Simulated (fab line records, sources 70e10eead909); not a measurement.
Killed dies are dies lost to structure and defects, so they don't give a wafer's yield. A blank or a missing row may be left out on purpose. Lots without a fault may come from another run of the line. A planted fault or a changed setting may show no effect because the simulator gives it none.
Which tool did it? | flow nand_harc | 24 lots, 72 wafers sampled, at 6 steps of a route of 1302

WHAT THE GAUGES READ, wafer by wafer
The record holds no reading of a measuring or inspecting step that can be judged against a usual standard deviation.

WHICH TOOL RAN EACH LOT (tool, then ch and the chambers of the sampled wafers, then the start)
lot  | NHARC_A_STAIRCASE_ETCH_315                    | NHARC_A_STAIRCASE_CMP_450     | NHARC_A_STAIRCASE_CMP_472     | NHARC_A_CONTACT_ETCH_123             | NHARC_A_CONTACT_DEP_58          | NHARC_A_CONTACT_ETCH_76
L075 | rie_diel-01 ch 0,3, day 19 13:31 or earlier   | cmp-03 ch 0,3, day 19 13:31   | cmp-01 ch 1,2,3, day 19 15:07 | har_cap_etch-03 ch 0,1, day 21 21:44 | pecvd-02 ch 0,1, day 22 04:34   | rie_diel-11 ch 0,2,3, no start
L074 | rie_diel-01 ch 0,1,3, day 19 19:26 or earlier | cmp-01 ch 1,2,3, day 19 19:26 | cmp-02 ch 1,2,3, day 19 20:53 | har_cap_etch-03 ch 0,1, day 22 05:10 | pecvd-04 ch 0,1, day 22 11:37   | rie_diel-04 ch 0,1,3, no start
L076 | rie_diel-11 ch 0,1,2, day 19 22:53 or earlier | cmp-02 ch 0,2, day 19 22:53   | cmp-03 ch 1,3, day 20 00:22   | har_cap_etch-03 ch 0, day 22 10:12   | pecvd-02 ch 0,1, day 22 18:57   | rie_diel-04 ch 0,1, no start
L077 | rie_diel-01 ch 0,1,2, day 20 08:33 or earlier | cmp-01 ch 0,2,3, day 20 08:33 | cmp-01 ch 0,1,3, day 20 10:00 | har_cap_etch-03 ch 0,1, day 22 20:35 | pecvd-04 ch 0,1, day 23 05:28   | rie_diel-01 ch 0,1,3, no start
L079 | rie_diel-01 ch 2,3, day 20 08:40 or earlier   | cmp-03 ch 0,1,2, day 20 08:40 | cmp-03 ch 0,1,2, day 20 10:11 | har_cap_etch-01 ch 0,1, day 22 18:58 | pecvd-04 ch 0,1,2, day 23 02:32 | rie_diel-04 ch 0,1, no start
L078 | rie_diel-11 ch 0,1,3, day 20 18:59 or earlier | cmp-01 ch 0,2,3, day 20 18:59 | cmp-03 ch 0,1,2, day 20 20:28 | har_cap_etch-01 ch 0,1, day 23 05:25 | pecvd-04 ch 0,1, day 23 10:37   | rie_diel-11 ch 2,3, no start
L080 | rie_diel-11 ch 0,3, day 21 14:01 or earlier   | cmp-02 ch 1,2, day 21 14:01   | cmp-03 ch 0,2, day 21 15:27   | har_cap_etch-01 ch 0,1, day 24 07:07 | pecvd-02 ch 0,1, day 24 12:31   | rie_diel-11 ch 1,2,3, no start
L081 | rie_diel-11 ch 0,3, day 21 13:53 or earlier   | cmp-03 ch 0,1,3, day 21 13:53 | cmp-01 ch 0,3, day 21 15:20   | har_cap_etch-03 ch 1, day 24 06:16   | pecvd-02 ch 0,1,2, day 24 11:41 | rie_diel-04 ch 0,1, no start
L082 | rie_diel-06 ch 0,1,2, day 22 10:28 or earlier | cmp-02 ch 0,2, day 22 10:28   | cmp-03 ch 0,1,3, day 22 11:57 | har_cap_etch-01 ch 0,1, day 24 23:16 | pecvd-04 ch 1,2, day 25 04:40   | rie_diel-04 ch 0,1,2, no start
L084 | rie_diel-01 ch 1,2,3, day 23 03:46 or earlier | cmp-02 ch 0,2,3, day 23 03:46 | cmp-01 ch 0,2,3, day 23 05:14 | har_cap_etch-03 ch 0,1, day 25 11:39 | pecvd-04 ch 0,2, day 25 17:58   | rie_diel-11 ch 0,1,2, no start
L083 | rie_diel-01 ch 0,1,3, day 23 03:42 or earlier | cmp-03 ch 0,1,3, day 23 03:42 | cmp-02 ch 0,1,2, day 23 05:09 | har_cap_etch-01 ch 0,1, day 25 11:08 | pecvd-03 ch 0,1,2, day 25 16:35 | rie_diel-04 ch 0,1, no start
L085 | rie_diel-01 ch 0,1,2, day 23 14:40 or earlier | cmp-03 ch 0,1,3, day 23 14:40 | cmp-02 ch 1,2, day 23 16:05   | har_cap_etch-02 ch 0,1, day 25 23:38 | pecvd-03 ch 0,1,2, day 26 05:29 | rie_diel-04 ch 1,2, no start
L086 | rie_diel-11 ch 0,1,3, day 24 05:09 or earlier | cmp-02 ch 0,2, day 24 05:09   | cmp-02 ch 0,1,2, day 24 06:35 | har_cap_etch-03 ch 0,1, day 26 16:27 | pecvd-03 ch 0,1, day 26 23:43   | rie_diel-11 ch 1,3, no start
L087 | rie_diel-06 ch 0,2, day 24 05:51 or earlier   | cmp-01 ch 1,3, day 24 05:51   | cmp-03 ch 2,3, day 24 07:20   | har_cap_etch-01 ch 1, day 26 14:33   | pecvd-04 ch 0,1,2, day 26 20:32 | rie_diel-04 ch 1,2,3, no start
L088 | rie_diel-01 ch 1,2,3, day 24 20:17 or earlier | cmp-01 ch 0,1,2, day 24 20:17 | cmp-02 ch 0,2, day 24 21:44   | har_cap_etch-02 ch 0,1, day 27 09:57 | pecvd-02 ch 1,2, day 27 15:18   | rie_diel-11 ch 0,1,3, no start
L089 | rie_diel-01 ch 0,2,3, day 25 06:31 or earlier | cmp-01 ch 1,2,3, day 25 06:31 | cmp-03 ch 1,2,3, day 25 08:02 | har_cap_etch-01 ch 0,1, day 27 18:35 | pecvd-02 ch 0,1,2, day 28 01:25 | rie_diel-01 ch 0,1,2, no start
L090 | rie_diel-06 ch 0,2, day 25 19:05 or earlier   | cmp-03 ch 1,2,3, day 25 19:05 | cmp-03 ch 0,1,3, day 25 21:10 | har_cap_etch-02 ch 0,1, day 28 11:13 | pecvd-03 ch 0,1,2, day 28 19:13 | rie_diel-04 ch 2,3, no start
L091 | rie_diel-11 ch 0,1, day 26 10:02 or earlier   | cmp-03 ch 0,1,2, day 26 10:02 | cmp-01 ch 1,2,3, day 26 11:28 | har_cap_etch-02 ch 0,1, day 28 21:06 | pecvd-04 ch 0,1,2, day 29 03:12 | rie_diel-04 ch 0,2, no start
L092 | rie_diel-11 ch 0,1,2, day 26 10:36 or earlier | cmp-02 ch 2,3, day 26 10:36   | cmp-03 ch 0,2,3, day 26 12:07 | har_cap_etch-01 ch 0, day 28 18:58   | pecvd-04 ch 0,1,2, day 29 00:18 | rie_diel-04 ch 0,2, no start
L093 | rie_diel-11 ch 0,1, day 27 05:25 or earlier   | cmp-01 ch 2,3, day 27 05:25   | cmp-01 ch 0,2,3, day 27 08:23 | har_cap_etch-01 ch 0,1, day 29 13:49 | pecvd-02 ch 0,1,2, day 29 20:14 | rie_diel-04 ch 0,1, no start
L095 | rie_diel-01 ch 0,1,2, day 27 09:44 or earlier | cmp-02 ch 0,3, day 27 09:44   | cmp-02 ch 1,2,3, day 27 11:17 | har_cap_etch-02 ch 0, day 29 21:36   | pecvd-04 ch 0,1,2, day 30 03:02 | rie_diel-04 ch 0,2,3, no start
L096 | rie_diel-11 ch 0,1,2, day 27 09:46 or earlier | cmp-01 ch 0,1, day 27 09:46   | cmp-03 ch 0,3, day 27 11:14   | har_cap_etch-03 ch 0,1, day 29 23:16 | pecvd-02 ch 1,2, day 30 06:19   | rie_diel-04 ch 0,1, no start
L094 | rie_diel-11 ch 0,1,2, day 27 10:17 or earlier | cmp-03 ch 0,1,3, day 27 10:17 | cmp-03 ch 0,1,2, day 27 11:48 | har_cap_etch-01 ch 0,1, day 29 21:55 | pecvd-04 ch 0,2, day 30 03:53   | rie_diel-11 ch 0,1,3, no start
L097 | rie_diel-01 ch 0,1,2, day 28 03:53 or earlier | cmp-01 ch 0,1,3, day 28 03:53 | cmp-02 ch 1,2,3, day 28 05:25 | har_cap_etch-03 ch 0,1, day 30 15:16 | pecvd-02 ch 0,2, day 30 20:57   | rie_diel-01 ch 1,2,3, no start
- NHARC_A_STAIRCASE_ETCH_315: etches the open film in C4F8/O2/Ar, target depth 2500 nm, time 607.1 s.
- NHARC_A_STAIRCASE_CMP_450: polishes SiO2, target thk 200 nm.
- NHARC_A_STAIRCASE_CMP_472: polishes SiO2.
- NHARC_A_CONTACT_ETCH_123: etches the open film in C4F8/O2/Ar, time 490 s, target depth 2110 nm.
- NHARC_A_CONTACT_DEP_58: deposits SiON, target thk 90 nm.
- NHARC_A_CONTACT_ETCH_76: etches the open film in N2/H2, target depth 260 nm, time 475.3 s.

WHAT THE TOOLS THEMSELVES READ (means of the sampled wafers that have a number; where no wafer has one, the mark that the record gives instead)
NHARC_A_STAIRCASE_ETCH_315.
lot  | tool        | oes_product_au (a.u.) | rf_vpp_V (V)
L075 | rie_diel-01 | 0.937                 | 1829
L074 | rie_diel-01 | 0.932                 | 1836
L076 | rie_diel-11 | 0.934                 | 1819
L077 | rie_diel-01 | 0.937                 | 1841
L079 | rie_diel-01 | 0.927                 | 1830
L078 | rie_diel-11 | 0.933                 | 1817
L080 | rie_diel-11 | 0.951                 | 1821
L081 | rie_diel-11 | 0.941                 | 1822
L082 | rie_diel-06 | 0.940                 | 1814
L084 | rie_diel-01 | 0.932                 | 1837
L083 | rie_diel-01 | 0.929                 | 1834
L085 | rie_diel-01 | 0.945                 | 1841
L086 | rie_diel-11 | 0.933                 | 1830
L087 | rie_diel-06 | 0.944                 | 1819
L088 | rie_diel-01 | 0.931                 | 1835
L089 | rie_diel-01 | 0.932                 | 1832
L090 | rie_diel-06 | 0.928                 | 1813
L091 | rie_diel-11 | 0.936                 | 1830
L092 | rie_diel-11 | 0.922                 | 1831
L093 | rie_diel-11 | 0.917                 | 1838
L095 | rie_diel-01 | 0.937                 | 1839
L096 | rie_diel-11 | 0.917                 | 1831
L094 | rie_diel-11 | 0.919                 | 1829
L097 | rie_diel-01 | 0.929                 | 1839

NHARC_A_STAIRCASE_CMP_450.
lot  | tool   | motor_current_A (A) | pad_life_wafers
L075 | cmp-03 | 12.4                | 294
L074 | cmp-01 | 12.8                | 277
L076 | cmp-02 | 13.7                | 91
L077 | cmp-01 | 11.5                | 355
L079 | cmp-03 | 13.5                | 8
L078 | cmp-01 | 11.4                | 398
L080 | cmp-02 | 12.4                | 266
L081 | cmp-03 | 12.6                | 115
L082 | cmp-02 | 13.7                | 344
L084 | cmp-02 | 13.6                | 1
L083 | cmp-03 | 12.7                | 259
L085 | cmp-03 | 12.5                | 314
L086 | cmp-02 | 13.1                | 121
L087 | cmp-01 | 13.7                | 313
L088 | cmp-01 | 11.8                | 410
L089 | cmp-01 | 12.8                | 8
L090 | cmp-03 | 12.6                | 188
L091 | cmp-03 | 13.7                | 254
L092 | cmp-02 | 13.6                | 420
L093 | cmp-01 | 12.0                | 200
L095 | cmp-02 | 13.6                | 14
L096 | cmp-01 | 12.7                | 217
L094 | cmp-03 | 12.3                | 350
L097 | cmp-01 | 12.1                | 296

NHARC_A_STAIRCASE_CMP_472.
lot  | tool   | motor_current_A (A) | pad_life_wafers
L075 | cmp-01 | 12.3                | 255
L074 | cmp-02 | 12.9                | 80
L076 | cmp-03 | 12.5                | 361
L077 | cmp-01 | 12.2                | 368
L079 | cmp-03 | 13.1                | 20
L078 | cmp-03 | 12.9                | 44
L080 | cmp-03 | 13.4                | 127
L081 | cmp-01 | 11.8                | 48
L082 | cmp-03 | 12.8                | 212
L084 | cmp-01 | 11.3                | 187
L083 | cmp-02 | 12.8                | 19
L085 | cmp-02 | 11.8                | 54
L086 | cmp-02 | 12.6                | 139
L087 | cmp-03 | 13.7                | 2
L088 | cmp-02 | 13.4                | 248
L089 | cmp-03 | 12.9                | 140
L090 | cmp-03 | 12.7                | 206
L091 | cmp-01 | 12.5                | 127
L092 | cmp-03 | 13.0                | 272
L093 | cmp-01 | 11.1                | 212
L095 | cmp-02 | 12.7                | 32
L096 | cmp-03 | 12.8                | 361
L094 | cmp-03 | 13.1                | 368
L097 | cmp-02 | 12.5                | 104

NHARC_A_CONTACT_DEP_58.
lot  | tool     | heater_power_w (W)
L075 | pecvd-02 | 795
L074 | pecvd-04 | 700
L076 | pecvd-02 | 743
L077 | pecvd-04 | 715
L079 | pecvd-04 | 758
L078 | pecvd-04 | 733
L080 | pecvd-02 | 809
L081 | pecvd-02 | 775
L082 | pecvd-04 | 724
L084 | pecvd-04 | 819
L083 | pecvd-03 | 725
L085 | pecvd-03 | 700
L086 | pecvd-03 | 609
L087 | pecvd-04 | 685
L088 | pecvd-02 | 737
L089 | pecvd-02 | 765
L090 | pecvd-03 | 691
L091 | pecvd-04 | 813
L092 | pecvd-04 | 728
L093 | pecvd-02 | 721
L095 | pecvd-04 | 819
L096 | pecvd-02 | 784
L094 | pecvd-04 | 827
L097 | pecvd-02 | 683

NHARC_A_CONTACT_ETCH_76.
lot  | tool        | drypump_motor_current_A (A) | oes_product_au (a.u.) | rf_vpp_V (V) | showerhead_plenum_p_Torr (Torr) | throttle_valve_pct (%)
L075 | rie_diel-11 | 5.4                         | 1.002                 | 430.5        | 2.00                            | 14.164
L074 | rie_diel-04 | 5.6                         | 1.002                 | 430.8        | 2.03                            | 14.173
L076 | rie_diel-04 | 5.6                         | 1.002                 | 431.2        | 2.08                            | 14.167
L077 | rie_diel-01 | 5.6                         | 1.003                 | 432.5        | 2.10                            | 14.174
L079 | rie_diel-04 | 5.7                         | 1.003                 | 432.3        | 2.08                            | 14.174
L078 | rie_diel-11 | 5.8                         | 0.997                 | 429.2        | 2.01                            | 14.169
L080 | rie_diel-11 | 5.5                         | 0.997                 | 430.9        | 2.07                            | 14.173
L081 | rie_diel-04 | 5.8                         | 1.008                 | 430.5        | 2.04                            | 14.174
L082 | rie_diel-04 | 5.9                         | 1.009                 | 431.9        | 2.09                            | 14.167
L084 | rie_diel-11 | 5.2                         | 0.995                 | 431.3        | 2.06                            | 14.165
L083 | rie_diel-04 | 5.8                         | 1.005                 | 430.5        | 2.04                            | 14.184
L085 | rie_diel-04 | 6.0                         | 0.998                 | 430.5        | 2.05                            | 14.173
L086 | rie_diel-11 | 5.3                         | 1.011                 | 431.3        | 2.05                            | 14.162
L087 | rie_diel-04 | 5.8                         | 1.005                 | 430.7        | 2.04                            | 14.183
L088 | rie_diel-11 | 5.0                         | 1.013                 | 431.1        | 2.05                            | 14.172
L089 | rie_diel-01 | 5.9                         | 1.008                 | 433.5        | 2.14                            | 14.185
L090 | rie_diel-04 | 5.8                         | 1.006                 | 431.7        | 2.10                            | 14.170
L091 | rie_diel-04 | 5.7                         | 1.011                 | 433.6        | 2.13                            | 14.167
L092 | rie_diel-04 | 5.7                         | 1.021                 | 432.0        | 2.13                            | 14.173
L093 | rie_diel-04 | 5.7                         | 1.007                 | 430.9        | 2.07                            | 14.172
L095 | rie_diel-04 | 5.6                         | 1.002                 | 431.7        | 2.07                            | 14.168
L096 | rie_diel-04 | 5.8                         | 1.002                 | 430.1        | 2.03                            | 14.171
L094 | rie_diel-11 | 5.0                         | 1.002                 | 430.5        | 2.04                            | 14.164
L097 | rie_diel-01 | 5.9                         | 1.000                 | 432.7        | 2.10                            | 14.174

THE ANSWER, worked out from the rows above alone
Rule: what is usual is taken from the lots themselves. Put in order of their means at a reading, lots are off if they are a third of the lots or fewer, leave a main group of 4 or more, and stand apart from it by a gap of 3 or more times the standard deviation of the main group's means; of several such gaps the widest counts. A main group whose means are all the same, to the digits that the tables above print for the reading, isn't used. A lot without any number at a reading at which 4 lots or more have one is off too. The other lots that the step has rows for count as sound. The gauges are gone through in route order, then the tools' own readings, and for those a lot's mean is taken as printed above. The first step at which some lot is off is used, and at that step the reading that is off furthest; a lot without a number counts as furthest.
No lot is off at any reading shown: from this, nothing can be told.

WHAT THE SIMULATOR HAD PUT IN
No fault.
